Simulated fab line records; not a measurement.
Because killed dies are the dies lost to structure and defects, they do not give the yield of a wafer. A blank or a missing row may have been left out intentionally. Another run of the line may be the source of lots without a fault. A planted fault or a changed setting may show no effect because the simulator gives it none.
What tool caused it?    flow nand harc    12 lots, 36 wafers sampled, at 1 step of a route of 1159

== WHAT EACH GAUGE READ, for each wafer ==
NHARC_A_WL_FILL_INSPECT_15.
lot   measured      on                 raw defect count
L074  day 16 10:37  defect inspect-01  326 284 207
L079  day 16 15:20  defect inspect-01  377 342 261
L078  day 16 19:44  defect inspect-01  505 696 334
L081  day 17 20:37  defect inspect-01  400 195 336
L082  day 18 02:11  defect inspect-01  263 610 405
L084  day 18 13:22  defect inspect-02  199 228 189
L086  day 19 00:30  defect inspect-02  358 358 344
L089  day 19 18:46  defect inspect-02  405 296 482
L091  day 20 07:47  defect inspect-02  291 279 330
L093  day 20 13:02  defect inspect-02  743 522 640
L094  day 21 13:52  defect inspect-01  679 441 656
L097  day 21 19:36  defect inspect-02  274 250 517

== TOOL THAT RAN EACH LOT (tool first, then ch and the chambers of the sampled wafers, then the start) ==
No process step before these readings appears in the record.

== THE ANSWER, worked out from the rows above alone ==
Rule: the lots themselves supply what counts as usual. Put in order of their means at a reading, lots are off if they are a third of the lots or fewer, leave a main group of 4 or more, and stand apart from it by a gap of 3 or more times the standard deviation of the main group's means; of several such gaps the widest counts. The tables above print the reading to a certain number of digits; a main group whose means all agree to those digits is not used. Also off: a lot with no number at a reading for which 4 or more lots have one. The other lots that the step has rows for count as sound.
Across all readings shown, no lot is off: no conclusion can be drawn from this.

== WHAT THE SIMULATOR PUT IN ==
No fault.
